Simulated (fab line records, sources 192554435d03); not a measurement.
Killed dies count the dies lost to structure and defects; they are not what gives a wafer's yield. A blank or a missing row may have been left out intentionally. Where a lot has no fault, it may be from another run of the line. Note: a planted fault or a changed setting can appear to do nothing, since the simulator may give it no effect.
Which tool is to blame? | flow n5_finfet | 10 lots, 30 wafers sampled, at 5 steps of a route of 1938

## WHAT THE GAUGES SHOWED, per wafer
N5_BEOL_M4_RC_MEAS_101. Usual: DIBL_N 36.4 mV/V, standard deviation 1.3; DIBL_P 36.5 mV/V, standard deviation 1.7; IOFF_N 0.154 nA/um, standard deviation 0.022; IOFF_P 0.202 nA/um, standard deviation 0.025; ION_N 671 uA/um, standard deviation 9.8; ION_P 460 uA/um, standard deviation 6.8; SS_N 71.6 mV/dec, standard deviation 0.54; SS_P 73.4 mV/dec, standard deviation 0.58; VT_N 250.9 mV, standard deviation 2.8; VT_P -251.4 mV, standard deviation 2.7.
lot  | measured     | on        | DIBL_N (mV/V)  | DIBL_P (mV/V)  | IOFF_N (nA/um)    | IOFF_P (nA/um)    | ION_N (uA/um) | ION_P (uA/um) | SS_N (mV/dec)  | SS_P (mV/dec)  | VT_N (mV)         | VT_P (mV)            | flag
L842 | day 7 23:53  | prober-01 | 39.0 39.4 40.5 | 37.2 37.7 39.9 | 0.176 0.183 0.224 | 0.213 0.222 0.259 | 686 683 697   | 469 461 477   | 73.3 72.5 72.8 | 74.2 74.1 74.2 | 247.0 247.6 244.5 | -251.2 -249.5 -250.8 |
L848 | day 9 13:07  | prober-02 | 37.8 36.2 36.0 | 37.6 35.6 35.5 | 0.182 0.152 0.147 | 0.234 0.199 0.197 | 680 684 681   | 470 466 466   | 71.4 70.8 71.3 | 73.9 73.4 73.8 | 247.4 249.2 248.4 | -247.5 -249.2 -248.3 |
L850 | day 10 06:40 | prober-02 | 36.6 35.6 35.2 | 37.3 35.2 35.7 | 0.159 0.135 0.135 | 0.232 0.194 0.200 | 669 664 669   | 466 461 471   | 71.8 71.9 70.7 | 74.1 73.4 73.5 | 250.7 253.0 251.4 | -248.4 -250.1 -249.6 |
L854 | day 10 14:14 | prober-01 | 35.9 35.8 35.6 | 38.8 39.1 38.8 | 0.157 0.153 0.147 | 0.192 0.191 0.182 | 673 665 672   | 458 458 452   | 71.7 71.6 71.8 | 73.6 73.8 73.1 | 249.1 251.6 252.3 | -254.4 -251.8 -254.5 |
L857 | day 11 21:14 | prober-01 | 37.2 35.0 36.2 | 35.4 34.6 35.3 | 0.176 0.140 0.156 | 0.210 0.197 0.205 | 665 667 663   | 452 457 456   | 72.6 72.0 71.8 | 73.9 73.3 73.6 | 250.9 252.5 250.5 | -251.1 -249.8 -248.8 |
L856 | day 11 21:34 | prober-02 | 35.3 36.9 35.7 | 35.9 37.8 35.5 | 0.150 0.181 0.150 | 0.196 0.220 0.189 | 689 689 674   | 471 467 462   | 71.5 72.5 71.9 | 73.8 73.8 73.2 | 247.1 248.2 249.2 | -252.5 -249.6 -251.8 |
L858 | day 12 01:38 | prober-01 | 33.6 34.6 35.3 | 33.9 35.4 36.2 | 0.125 0.136 0.144 | 0.181 0.197 0.205 | 662 671 667   | 457 463 457   | 70.7 71.0 71.8 | 72.4 73.3 73.4 | 255.2 252.1 253.1 | -250.4 -249.0 -250.7 |
L859 | day 12 04:25 | prober-01 | 34.8 35.5 36.8 | 34.5 35.5 36.3 | 0.125 0.136 0.145 | 0.172 0.194 0.209 | 655 660 659   | 449 458 458   | 71.9 71.4 71.2 | 72.9 73.9 73.0 | 256.1 254.0 250.3 | -255.7 -254.8 -253.4 |
L861 | day 12 18:36 | prober-01 | 35.8 38.0 36.2 | 35.5 37.1 35.9 | 0.135 0.161 0.139 | 0.225 0.260 0.243 | 662 656 655   | 466 461 458   | 70.9 72.7 71.7 | 73.0 73.9 73.3 | 253.4 249.9 252.5 | -250.0 -247.8 -245.9 |
L864 | day 13 22:59 | prober-01 | 34.7 35.0 35.2 | 34.7 35.3 36.0 | 0.130 0.134 0.145 | 0.191 0.199 0.215 | 662 679 672   | 459 466 464   | 71.6 70.6 71.2 | 72.5 72.7 72.4 | 253.3 251.0 250.8 | -251.2 -248.1 -249.1 |

## WHAT TOOL EACH LOT RAN ON (gives the tool, then ch and the chambers of the sampled wafers, and finally the start)
lot  | N5_BEOL_M3_ANNEAL_80         | N5_BEOL_M3_SPUTTER_86        | N5_BEOL_M3_ANNEAL_89         | N5_BEOL_M3_CMP_52
L842 | pvd_sputter-03, day 7 08:24  | pvd_sputter-03, day 7 08:46  | pvd_sputter-03, day 7 09:04  | cmp-03 ch 1,2, day 7 10:21
L848 | pvd_sputter-03, day 9 01:40  | pvd_sputter-03, day 9 02:01  | pvd_sputter-03, day 9 02:19  | cmp-02 ch 0,1,2, day 9 03:44
L850 | pvd_sputter-02, day 9 17:22  | pvd_sputter-02, day 9 17:43  | pvd_sputter-02, day 9 18:01  | cmp-03 ch 0,2,3, day 9 19:24
L854 | pvd_sputter-01, day 9 20:56  | pvd_sputter-01, day 9 21:17  | pvd_sputter-01, day 9 21:35  | cmp-01 ch 0,1,3, day 9 23:04
L857 | pvd_sputter-02, day 11 09:32 | pvd_sputter-02, day 11 09:54 | pvd_sputter-02, day 11 10:12 | cmp-02 ch 0,2,3, day 11 11:32
L856 | pvd_sputter-03, day 11 09:50 | pvd_sputter-03, day 11 10:12 | pvd_sputter-03, day 11 10:30 | cmp-01 ch 0,1,2, day 11 11:53
L858 | pvd_sputter-02, day 11 12:08 | pvd_sputter-02, day 11 12:29 | pvd_sputter-02, day 11 12:47 | cmp-01 ch 0,3, day 11 14:15
L859 | pvd_sputter-03, day 11 17:46 | pvd_sputter-03, day 11 18:07 | pvd_sputter-03, day 11 18:25 | cmp-01 ch 2,3, day 11 19:43
L861 | pvd_sputter-02, day 11 22:18 | pvd_sputter-02, day 11 22:40 | pvd_sputter-02, day 11 22:58 | cmp-02 ch 0,3, day 12 00:16
L864 | pvd_sputter-01, day 13 08:44 | pvd_sputter-01, day 13 09:06 | pvd_sputter-01, day 13 09:24 | cmp-03 ch 1,2,3, day 13 11:55
- N5_BEOL_M3_ANNEAL_80: time 240 s.
- N5_BEOL_M3_SPUTTER_86: material Cu, target thk 4.5 nm, time 8.29 s.
- N5_BEOL_M3_ANNEAL_89: time 240 s.
- N5_BEOL_M3_CMP_52: polishes, stops on SiOC, t overpolish 6.8 s, target thk 40 nm.

## WHAT THE TOOLS THEMSELVES READ (means of the sampled wafers that have a number; where no wafer has one, the mark that the record gives instead)
N5_BEOL_M3_ANNEAL_80. Usual: 826 W for heater_power_w, sd 87.
lot  | tool           | heater_power_w (W) | flag
L842 | pvd_sputter-03 | 890                |
L848 | pvd_sputter-03 | 864                |
L850 | pvd_sputter-02 | 736                |
L854 | pvd_sputter-01 | 829                |
L857 | pvd_sputter-02 | 794                |
L856 | pvd_sputter-03 | 785                |
L858 | pvd_sputter-02 | 837                |
L859 | pvd_sputter-03 | 805                |
L861 | pvd_sputter-02 | 793                |
L864 | pvd_sputter-01 | 894                |

N5_BEOL_M3_SPUTTER_86. Usual: chamber_pressure_pa 0.07001 Pa, standard deviation 0.00014; throttle_valve_pct 29.9 %, standard deviation 1.
lot  | tool           | chamber_pressure_pa (Pa) | throttle_valve_pct (%) | flag
L842 | pvd_sputter-03 | 0.07018                  | 30.9                   |
L848 | pvd_sputter-03 | 0.07001                  | 30.6                   |
L850 | pvd_sputter-02 | 0.07006                  | 30.2                   |
L854 | pvd_sputter-01 | 0.07004                  | 29.2                   |
L857 | pvd_sputter-02 | 0.07009                  | 30.2                   |
L856 | pvd_sputter-03 | 0.06992                  | 29.9                   |
L858 | pvd_sputter-02 | 0.07001                  | 28.3                   |
L859 | pvd_sputter-03 | 0.06991                  | 30.5                   |
L861 | pvd_sputter-02 | 0.06989                  | 30.1                   |
L864 | pvd_sputter-01 | 0.07006                  | 30.2                   |

N5_BEOL_M3_ANNEAL_89. Usual: 824 W for heater_power_w, sd 85.
lot  | tool           | heater_power_w (W) | flag
L842 | pvd_sputter-03 | 872                |
L848 | pvd_sputter-03 | 880                |
L850 | pvd_sputter-02 | 739                |
L854 | pvd_sputter-01 | 829                |
L857 | pvd_sputter-02 | 791                |
L856 | pvd_sputter-03 | 799                |
L858 | pvd_sputter-02 | 826                |
L859 | pvd_sputter-03 | 800                |
L861 | pvd_sputter-02 | 799                |
L864 | pvd_sputter-01 | 908                |

N5_BEOL_M3_CMP_52. Usual: barrier_field_endpoint_s 24.6 s, standard deviation 0.61; motor_current_A 6.3 A, standard deviation 0.63; overpolish_run_s 6.800 s, standard deviation 0.0082; time_to_endpoint_s 62.2 s, standard deviation 2.8.
lot  | tool   | barrier_field_endpoint_s (s) | motor_current_A (A) | overpolish_run_s (s) | time_to_endpoint_s (s) | flag
L842 | cmp-03 | 24.8                         | 6.0                 | 6.811                | 59.2                   |
L848 | cmp-02 | 24.5                         | 6.3                 | 6.799                | 62.5                   |
L850 | cmp-03 | 21.2                         | 6.2                 | 6.788                | 53.5                   | OFF
L854 | cmp-01 | 24.6                         | 6.4                 | 6.794                | 61.8                   |
L857 | cmp-02 | 24.1                         | 5.7                 | 6.796                | 59.2                   |
L856 | cmp-01 | 24.2                         | 6.5                 | 6.803                | 62.2                   |
L858 | cmp-01 | 24.3                         | 6.2                 | 6.794                | 61.7                   |
L859 | cmp-01 | 24.9                         | 6.6                 | 6.801                | 62.0                   |
L861 | cmp-02 | 24.2                         | 5.5                 | 6.789                | 60.9                   |
L864 | cmp-03 | 24.6                         | 6.0                 | 6.797                | 61.1                   |

## THE ANSWER, worked out from the rows above alone
Rule: lot off if the mean of its wafers having a number is beyond 3 standard deviations from the usual mean. Also off: a lot with no number at a reading for which 4 or more lots have one. All remaining lots with rows at the step are treated as sound. First the gauges in route order, then the tools' own readings, where a lot's mean is used as printed above. At the first step where some lot is off, the reading lying furthest off is the one used; lots without a number count as furthest.
Off: L850, at N5_BEOL_M3_CMP_52 (barrier_field_endpoint_s).
A tool fits if, at that step or a process step before it, it ran every lot that is off, and no sound lot after the first of them. None of those tried fits.

## WHAT THE SIMULATOR HAD PUT IN
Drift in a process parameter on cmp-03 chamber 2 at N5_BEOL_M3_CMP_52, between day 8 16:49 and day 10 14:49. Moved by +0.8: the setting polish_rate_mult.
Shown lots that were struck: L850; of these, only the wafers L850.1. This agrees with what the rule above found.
